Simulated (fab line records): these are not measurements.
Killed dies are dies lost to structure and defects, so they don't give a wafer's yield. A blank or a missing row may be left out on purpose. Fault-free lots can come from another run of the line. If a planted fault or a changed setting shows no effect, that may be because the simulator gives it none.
Comparing a struck lot with a sound one    flow nandHarc    13 steps out of a route of 1302
Sound: wafers L867.3, L867.5, L867.6. Struck: wafers L863.1, L863.4, L863.5. The cause comes at the end.
At each step with rows: each side's tool, then ch and its chambers, then its first start. Under that, the readings that differ: sound wafers    struck wafers    difference of the means    sigmas: that difference in standard deviations of wafers without a fault.
alike: same words and numbers on both sides, and readings whose means sit less than 2 such deviations apart. not compared: any withheld reading, any reading some wafer has no value for, any bound like >300 that may hide the same value, and any number with overlapping values for which the record gives no deviation.
Wherever a step has rows on one side only, a row that says differs or no value, or a row with sigmas, the two part there. Numbers that don't overlap but have no deviation are shown without sigmas and don't part them. A reading missing from all wafers of one side parts the sides only when that side holds two or more wafers.

NHARC_A_SOURCE_PLATE_THK_MEAS_09: measures by ellipsometry.
  struck on filmMetro-02, day 11 18:49; sound on filmMetro-01, day 13 09:46
  alike: thkNm
then, 3 steps without rows for these wafers: NHARC_A_SOURCE_PLATE_PVD_04 (deposits WSi2, target thk 50 nm); NHARC_A_SOURCE_PLATE_CVD_03 (deposits poly-Si, target thk 200 nm, time 4000 s); NHARC_A_SOURCE_PLATE_ANNEAL_05 (time 1800 s).
NHARC_A_SOURCE_PLATE_THK_MEAS_06: measures by ellipsometry.
  struck on filmMetro-01, day 12 09:26; sound on filmMetro-01, day 14 00:53
reading     sound              struck             difference  sigmas
thkNm (nm)  199.1 199.1 201.6  206.4 201.1 204.0  +3.9        +2
NHARC_A_SOURCE_PLATE_INSPECT_08:
  struck on defectInspect-01, day 12 09:30; sound on defectInspect-02, day 14 00:59
  alike: rawDefectCount
then, 1 step without rows for these wafers: NHARC_A_ONON_D1_DEP_00 (target thk 1000 nm).
NHARC_A_ONON_D1_THK_MEAS_02: measures by ellipsometry.
  struck on filmMetro-02, day 12 10:05; sound on filmMetro-01, day 14 01:34
  alike: thkNm
then, 1 step without rows for these wafers: NHARC_A_ONON_D1_DEP_03 (target thk 1000 nm).
NHARC_A_ONON_D1_THK_MEAS_05: measures by ellipsometry.
  struck on filmMetro-01, day 12 10:39; sound on filmMetro-01, day 14 02:08
reading     sound           struck       difference  sigmas
thkNm (nm)  1024 1026 1026  986 988 987  -38         -3
NHARC_A_ONON_D1_DEP_06: target thk 1000 nm.
  sound on pecvdOnon-01 ch 0, day 14 02:18; struck on pecvdOnon-04 ch 0, day 12 10:43
NHARC_A_ONON_D1_THK_MEAS_08: measures by ellipsometry.
  struck on filmMetro-01, day 12 11:23; sound on filmMetro-01, day 14 02:42
reading     sound           struck          difference  sigmas
thkNm (nm)  1005 1004 1004  1197 1199 1198  +194        +23
  not compared: hold
-- jump in the record: it breaks off in module A_ONON_D1 and resumes in module END (first step shown: number 1302 of the route), and 17 days separate the struck wafers' starts before and after --
NHARC_END_SORT_01:
  only the struck wafers appear in the record here, on prober-02 ch 0 at day 29 08:04; the sound ones have no rows

== WHERE THEY PART ==
First at NHARC_A_SOURCE_PLATE_THK_MEAS_06; last, within this record, at NHARC_END_SORT_01.

WHY: whatever the simulator had introduced
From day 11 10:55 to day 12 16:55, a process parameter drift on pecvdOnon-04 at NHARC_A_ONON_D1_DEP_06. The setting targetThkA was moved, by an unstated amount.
